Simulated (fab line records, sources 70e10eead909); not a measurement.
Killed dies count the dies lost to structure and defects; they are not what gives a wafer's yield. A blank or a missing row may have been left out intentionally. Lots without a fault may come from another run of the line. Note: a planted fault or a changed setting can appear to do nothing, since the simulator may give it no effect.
Which tool is to blame?	flow nand harc	23 lots with 69 wafers sampled at 6 steps, on a route of 1302 steps

WHAT EACH GAUGE READ, for each wafer
The record holds no reading of a measuring or inspecting step that can be judged against a usual standard deviation.

WHAT TOOL EACH LOT RAN ON (gives the tool, then ch and the chambers of the sampled wafers, and finally the start)
lot	NHARC_A_STAIRCASE_TRIM_220	NHARC_A_STAIRCASE_TRIM_224	NHARC_A_STAIRCASE_HM_DEP_456	NHARC_A_STAIRCASE_DESCUM_270	NHARC_A_STAIRCASE_HM_OPEN_457	NHARC_A_STAIRCASE_ALD_420
L074	rie diel-08 ch 0,2, day 15 22:56	rie diel-08 ch 1,2,3, day 16 07:40 or earlier	acl dep-03 ch 0, day 16 07:40	rie diel-03 ch 0,1,2, day 16 09:55	rie diel-03 ch 0,1, day 17 05:35 or earlier	ald hk-03 ch 0,1,3, day 17 05:35
L075	rie diel-08 ch 0,1,3, day 16 03:12	rie diel-08 ch 0,1,2, day 16 09:18 or earlier	acl dep-02 ch 0, day 16 09:18	rie diel-03 ch 0,1,2, day 16 12:20	rie diel-03 ch 1,2,3, day 17 08:55 or earlier	ald hk-01 ch 1,2,3, day 17 08:55
L076	rie diel-09 ch 1,2,3, day 16 21:24	rie diel-09 ch 1,2,3, day 17 02:18 or earlier	acl dep-01 ch 0, day 17 02:18	rie diel-09 ch 2,3, day 17 04:42	rie diel-09 ch 0,2, day 17 23:27 or earlier	ald hk-03 ch 1,2,3, day 17 23:27
L077	rie diel-09 ch 1,2,3, day 17 09:29	rie diel-09 ch 0,1,2, day 17 14:02 or earlier	acl dep-03 ch 0, day 17 14:02	rie diel-08 ch 1,2,3, day 17 16:46	rie diel-08 ch 0,1,2, day 18 13:37 or earlier	ald hk-04 ch 0,3, day 18 13:37
L078	rie diel-09 ch 2,3, day 17 10:38	rie diel-09 ch 1,2,3, day 17 15:52 or earlier	acl dep-03 ch 0, day 17 15:52	rie diel-03 ch 0,2, day 17 18:41	rie diel-03 ch 0,1,3, day 18 14:43 or earlier	ald hk-04 ch 0,2,3, day 18 14:43
L080	rie diel-09 ch 1,2,3, day 18 04:10	rie diel-09 ch 0,2,3, day 18 10:08 or earlier	acl dep-03 ch 0, day 18 10:08	rie diel-03 ch 1,2,3, day 18 12:25	rie diel-03 ch 1,2, day 19 11:35 or earlier	ald hk-03 ch 0,1,3, day 19 11:35
L079	rie diel-08 ch 0,1,2, day 18 04:19	rie diel-08 ch 0,1,3, day 18 10:10 or earlier	acl dep-02 ch 0, day 18 10:10	rie diel-09 ch 1,2,3, day 18 12:42	rie diel-09 ch 1,3, day 19 10:08 or earlier	ald hk-03 ch 0,1, day 19 10:08
L081	rie diel-08 ch 0,3, day 18 22:35	rie diel-08 ch 0,1,3, day 19 06:02 or earlier	acl dep-03 ch 0, day 19 06:02	rie diel-03 ch 0,1,3, day 19 08:07	rie diel-03 ch 0,1,3, day 20 03:19 or earlier	ald hk-03 ch 1,2,3, day 20 03:19
L082	rie diel-09 ch 0,1,3, day 19 10:30	rie diel-09 ch 0,1, day 19 15:26 or earlier	acl dep-01 ch 0, day 19 15:26	rie diel-08 ch 0,1,3, day 19 17:58	rie diel-08 ch 0,2,3, day 20 14:52 or earlier	ald hk-03 ch 1,3, day 20 14:52
L083	rie diel-08 ch 0,1, day 19 11:34	rie diel-08 ch 0,2, day 19 16:54 or earlier	acl dep-03 ch 0, day 19 16:54	rie diel-03 ch 1,2,3, day 19 19:52	rie diel-03 ch 0,1, day 20 14:53 or earlier	ald hk-04 ch 0,1,2, day 20 14:53
L084	rie diel-09 ch 0,2,3, day 20 10:36	rie diel-09 ch 0,1,2, day 20 15:18 or earlier	acl dep-02 ch 0, day 20 15:18	rie diel-03 ch 0,1,2, day 20 18:08	rie diel-03 ch 1,2,3, day 21 19:43 or earlier	ald hk-01 ch 0,1,3, day 21 19:43
L085	rie diel-09 ch 0,1,2, day 20 10:58	rie diel-09 ch 1,3, day 20 16:20 or earlier	acl dep-03 ch 0, day 20 16:20	rie diel-09 ch 0,1,2, day 20 18:32	rie diel-09 ch 0,1,2, day 21 16:14 or earlier	ald hk-04 ch 1,3, day 21 16:14
L086	rie diel-03 ch 0,2,3, day 21 00:28	rie diel-03 ch 0,1,2, day 21 06:10 or earlier	acl dep-02 ch 0, day 21 06:10	rie diel-03 ch 1,2, day 21 08:52	rie diel-03 ch 0,1, day 22 07:07 or earlier	ald hk-03 ch 0,1,3, day 22 07:07
L087	rie diel-03 ch 0,1, day 21 05:25	rie diel-03 ch 1,2,3, day 21 12:02 or earlier	acl dep-02 ch 0, day 21 12:02	rie diel-08 ch 0,1,2, day 21 14:28	rie diel-08 ch 1,2, day 22 11:16 or earlier	ald hk-01 ch 0,1,3, day 22 11:16
L088	rie diel-08 ch 1,3, day 22 01:23	rie diel-08 ch 0,2, day 22 06:19 or earlier	acl dep-01 ch 0, day 22 06:19	rie diel-09 ch 0,3, day 22 08:50	rie diel-09 ch 1,2,3, day 23 05:43 or earlier	ald hk-01 ch 1,3, day 23 05:43
L089	rie diel-03 ch 1,2,3, day 22 01:33	rie diel-03 ch 1,2,3, day 22 07:19 or earlier	acl dep-03 ch 0, day 22 07:19	rie diel-03 ch 1,3, day 22 09:38	rie diel-03 ch 2,3, day 23 08:25 or earlier	ald hk-04 ch 0,1,2, day 23 08:25
L090	rie diel-09 ch 1,3, day 22 21:32	rie diel-09 ch 1,2, day 23 05:29 or earlier	acl dep-02 ch 0, day 23 05:29	rie diel-09 ch 0,1, day 23 08:20	rie diel-09 ch 0,3, day 24 05:53 or earlier	ald hk-04 ch 0,1,3, day 24 05:53
L091	rie diel-08 ch 1,2,3, day 22 21:48	rie diel-08 ch 1,2, day 23 05:29 or earlier	acl dep-01 ch 0, day 23 05:29	rie diel-03 ch 1,2, day 23 08:01	rie diel-03 ch 1,2, day 24 05:34 or earlier	ald hk-03 ch 2,3, day 24 05:34
L092	rie diel-03 ch 2,3, day 23 20:43	rie diel-03 ch 1,3, day 24 04:18 or earlier	acl dep-02 ch 0, day 24 04:18	rie diel-09 ch 1,2,3, day 24 07:05	rie diel-09 ch 1,2,3, day 25 03:23 or earlier	ald hk-04 ch 1,2,3, day 25 03:23
L093	rie diel-09 ch 0,2,3, day 23 20:47	rie diel-09 ch 1,2,3, day 24 02:10 or earlier	acl dep-02 ch 0, day 24 02:10	rie diel-08 ch 0,1,3, day 24 04:52	rie diel-08 ch 0,2,3, day 25 00:31 or earlier	ald hk-01 ch 0,2,3, day 25 00:31
L094	rie diel-03 ch 0,3, day 24 06:29	rie diel-03 ch 2,3, day 24 11:23 or earlier	acl dep-02 ch 0, day 24 11:23	rie diel-03 ch 0,3, day 24 13:51	rie diel-03 ch 0,1, day 25 12:26 or earlier	ald hk-04 ch 1,2,3, day 25 12:26
L095	rie diel-09 ch 0,1,3, day 24 19:55	rie diel-09 ch 2,3, day 25 01:21 or earlier	acl dep-02 ch 0, day 25 01:21	rie diel-08 ch 1,2,3, day 25 03:36	rie diel-08 ch 2,3, day 26 00:02 or earlier	ald hk-01 ch 0,2,3, day 26 00:02
L096	rie diel-08 ch 0,1,3, day 25 05:17	rie diel-08 ch 0,1,2, day 25 14:22 or earlier	acl dep-02 ch 0, day 25 14:22	rie diel-08 ch 0,3, day 25 16:17	rie diel-08 ch 0,1, day 26 12:28 or earlier	ald hk-01 ch 1,2, day 26 12:28
- NHARC_A_STAIRCASE_TRIM_220: chemistry O2, time 211.2 s.
- NHARC_A_STAIRCASE_TRIM_224: chemistry O2, time 211.2 s.
- NHARC_A_STAIRCASE_HM_DEP_456: deposits aC, target thk 3100 nm.
- NHARC_A_STAIRCASE_DESCUM_270: chemistry O2, time 3 s.
- NHARC_A_STAIRCASE_HM_OPEN_457: chemistry O2/COS.
- NHARC_A_STAIRCASE_ALD_420: deposits SiO2, target thk 20 nm, pulse time 6 s, ald cycles 200.

WHAT THE TOOLS THEMSELVES READ (means of the sampled wafers that have a number; where no wafer has one, the mark that the record gives instead)
NHARC_A_STAIRCASE_TRIM_220.
lot	tool	drypump motor current A (A)	oes product au (a.u.)	rf vpp V (V)	showerhead plenum p Torr (Torr)	throttle valve pct (%)
L074	rie diel-08	5.7	1.004	57.0	3.44	17.046
L075	rie diel-08	5.4	1.002	58.4	3.65	17.029
L076	rie diel-09	5.9	0.988	57.4	3.55	17.046
L077	rie diel-09	5.9	0.991	57.8	3.55	17.028
L078	rie diel-09	5.9	0.991	57.7	3.58	17.028
L080	rie diel-09	5.9	0.998	57.4	3.55	17.046
L079	rie diel-08	5.6	0.989	57.7	3.56	17.034
L081	rie diel-08	5.2	1.004	57.7	3.58	17.032
L082	rie diel-09	6.0	0.998	57.9	3.50	17.037
L083	rie diel-08	5.6	0.994	58.2	3.63	17.035
L084	rie diel-09	5.9	0.981	57.6	3.53	17.046
L085	rie diel-09	5.7	0.992	58.8	3.52	17.047
L086	rie diel-03	5.3	1.012	58.0	3.55	17.040
L087	rie diel-03	5.6	1.006	57.4	3.44	17.034
L088	rie diel-08	5.2	1.005	57.8	3.62	17.033
L089	rie diel-03	5.5	1.013	57.5	3.56	17.042
L090	rie diel-09	6.0	0.999	57.9	3.49	17.044
L091	rie diel-08	5.4	0.998	57.5	3.54	17.038
L092	rie diel-03	5.4	1.010	59.5	3.65	17.037
L093	rie diel-09	5.9	1.002	57.7	3.51	17.034
L094	rie diel-03	5.6	1.019	57.7	3.64	17.032
L095	rie diel-09	6.0	0.997	58.4	3.47	17.030
L096	rie diel-08	5.4	0.994	57.3	3.61	17.037

NHARC_A_STAIRCASE_TRIM_224.
lot	tool	drypump motor current A (A)	oes product au (a.u.)	rf vpp V (V)	showerhead plenum p Torr (Torr)	throttle valve pct (%)
L074	rie diel-08	5.4	0.998	57.5	3.57	17.039
L075	rie diel-08	5.6	1.002	58.5	3.57	17.035
L076	rie diel-09	5.9	0.993	57.4	3.55	17.037
L077	rie diel-09	5.6	0.993	58.0	3.53	17.036
L078	rie diel-09	5.9	0.996	57.3	3.55	17.038
L080	rie diel-09	6.0	0.990	58.0	3.54	17.034
L079	rie diel-08	5.4	1.004	58.5	3.64	17.037
L081	rie diel-08	5.4	1.003	57.5	3.63	17.036
L082	rie diel-09	5.7	0.988	58.1	3.48	17.034
L083	rie diel-08	5.6	0.995	57.7	3.51	17.041
L084	rie diel-09	5.6	0.990	58.0	3.52	17.039
L085	rie diel-09	6.0	0.993	57.8	3.50	17.037
L086	rie diel-03	5.4	1.007	58.2	3.45	17.029
L087	rie diel-03	5.5	1.012	58.1	3.56	17.042
L088	rie diel-08	5.6	0.999	57.6	3.50	17.034
L089	rie diel-03	5.5	1.000	58.9	3.56	17.035
L090	rie diel-09	5.6	0.989	58.1	3.55	17.036
L091	rie diel-08	5.7	0.984	58.6	3.47	17.030
L092	rie diel-03	6.0	1.007	58.0	3.55	17.044
L093	rie diel-09	5.9	1.003	57.0	3.52	17.044
L094	rie diel-03	5.1	1.008	58.6	3.54	17.037
L095	rie diel-09	5.9	0.990	57.3	3.55	17.033
L096	rie diel-08	5.6	0.999	57.9	3.54	17.034

NHARC_A_STAIRCASE_HM_DEP_456.
lot	tool	throttle valve pct (%)
L074	acl dep-03	34.999
L075	acl dep-02	35.000
L076	acl dep-01	35.003
L077	acl dep-03	35.002
L078	acl dep-03	34.993
L080	acl dep-03	35.001
L079	acl dep-02	34.989
L081	acl dep-03	35.005
L082	acl dep-01	34.997
L083	acl dep-03	35.001
L084	acl dep-02	35.011
L085	acl dep-03	35.012
L086	acl dep-02	35.006
L087	acl dep-02	34.995
L088	acl dep-01	35.000
L089	acl dep-03	34.994
L090	acl dep-02	34.998
L091	acl dep-01	34.995
L092	acl dep-02	34.999
L093	acl dep-02	34.995
L094	acl dep-02	34.998
L095	acl dep-02	34.997
L096	acl dep-02	35.000

NHARC_A_STAIRCASE_DESCUM_270.
lot	tool	drypump motor current A (A)	oes product au (a.u.)	rf vpp V (V)	showerhead plenum p Torr (Torr)	throttle valve pct (%)
L074	rie diel-03	5.4	1.013	57.6	1.88	11.308
L075	rie diel-03	5.4	1.012	57.8	1.87	11.320
L076	rie diel-09	6.2	0.988	57.5	1.93	11.319
L077	rie diel-08	5.4	0.995	58.2	1.94	11.308
L078	rie diel-03	5.0	1.003	57.8	1.87	11.310
L080	rie diel-03	5.5	1.005	58.1	1.94	11.317
L079	rie diel-09	5.9	0.990	58.3	1.92	11.311
L081	rie diel-03	5.7	1.013	57.1	1.93	11.319
L082	rie diel-08	5.4	1.000	58.5	1.97	11.300
L083	rie diel-03	5.5	1.004	58.4	1.94	11.315
L084	rie diel-03	5.4	1.006	58.1	1.87	11.310
L085	rie diel-09	5.6	0.986	58.5	1.91	11.312
L086	rie diel-03	5.7	1.007	57.0	1.87	11.321
L087	rie diel-08	5.6	0.994	57.8	1.93	11.320
L088	rie diel-09	6.0	1.009	58.1	1.88	11.312
L089	rie diel-03	5.8	1.008	57.7	1.99	11.304
L090	rie diel-09	5.7	0.989	57.3	1.87	11.312
L091	rie diel-03	5.2	1.002	57.7	1.86	11.308
L092	rie diel-09	5.9	0.995	57.7	1.91	11.300
L093	rie diel-08	5.4	0.999	58.4	1.96	11.310
L094	rie diel-03	5.4	1.015	58.0	1.92	11.313
L095	rie diel-08	5.4	1.005	58.1	1.92	11.311
L096	rie diel-08	5.4	0.996	58.0	1.93	11.310

NHARC_A_STAIRCASE_HM_OPEN_457.
lot	tool	drypump motor current A (A)	oes product au (a.u.)	rf vpp V (V)	showerhead plenum p Torr (Torr)	throttle valve pct (%)
L074	rie diel-03	5.6	1.012	466.1	3.06	28.330
L075	rie diel-03	5.5	1.002	467.5	3.17	28.325
L076	rie diel-09	5.6	0.985	468.5	3.16	28.326
L077	rie diel-08	5.6	0.999	467.0	3.15	28.329
L078	rie diel-03	5.7	1.013	467.9	3.16	28.329
L080	rie diel-03	5.2	1.001	466.3	3.06	28.323
L079	rie diel-09	6.3	0.995	466.9	3.11	28.337
L081	rie diel-03	5.7	1.007	467.6	3.16	28.327
L082	rie diel-08	5.4	0.998	466.3	3.10	28.329
L083	rie diel-03	5.8	1.013	466.1	3.06	28.327
L084	rie diel-03	5.5	1.010	468.5	3.15	28.335
L085	rie diel-09	5.6	0.997	466.9	3.11	28.340
L086	rie diel-03	5.8	1.011	466.1	3.06	28.330
L087	rie diel-08	5.7	0.999	466.1	3.07	28.310
L088	rie diel-09	5.9	0.994	467.4	3.12	28.327
L089	rie diel-03	5.1	1.006	467.6	3.14	28.331
L090	rie diel-09	6.3	1.005	467.1	3.09	28.328
L091	rie diel-03	5.7	0.993	465.1	3.05	28.324
L092	rie diel-09	5.9	0.997	466.5	3.11	28.325
L093	rie diel-08	5.4	0.998	465.7	3.08	28.332
L094	rie diel-03	5.8	1.006	465.8	3.04	28.333
L095	rie diel-08	5.5	1.001	464.2	3.02	28.334
L096	rie diel-08	5.6	1.002	468.4	3.19	28.338

NHARC_A_STAIRCASE_ALD_420.
lot	tool	heater power w (W)	precursor pulse height rel
L074	ald hk-03	455	1.002
L075	ald hk-01	461	0.992
L076	ald hk-03	410	1.019
L077	ald hk-04	446	0.994
L078	ald hk-04	453	0.984
L080	ald hk-03	452	1.006
L079	ald hk-03	488	1.002
L081	ald hk-03	414	0.999
L082	ald hk-03	432	0.981
L083	ald hk-04	489	0.981
L084	ald hk-01	457	0.996
L085	ald hk-04	482	1.003
L086	ald hk-03	456	0.986
L087	ald hk-01	453	0.995
L088	ald hk-01	428	1.012
L089	ald hk-04	498	1.006
L090	ald hk-04	487	0.999
L091	ald hk-03	450	0.988
L092	ald hk-04	482	1.009
L093	ald hk-01	480	1.009
L094	ald hk-04	477	1.005
L095	ald hk-01	479	1.009
L096	ald hk-01	488	1.003

THE ANSWER, worked out from the rows above alone
Rule: the usual values come from the lots themselves. The widest of any qualifying gaps counts: lots, ordered by their means at a reading, are off when they make up no more than a third of the lots, leave a main group of 4 or more, and stand apart from it by 3 or more times the standard deviation of that group's means. The tables above print the reading to a certain number of digits; a main group whose means all agree to those digits is not used. A lot without any number at a reading at which 4 lots or more have one is off too. Any other lot the step has rows for is counted as sound. First the gauges in route order, then the tools' own readings, where a lot's mean is used as printed above. At the first step where some lot is off, the reading lying furthest off is the one used; lots without a number count as furthest.
No lot is off on any of the readings shown, so nothing can be concluded from this.

WHAT HAD BEEN PUT IN BY THE SIMULATOR
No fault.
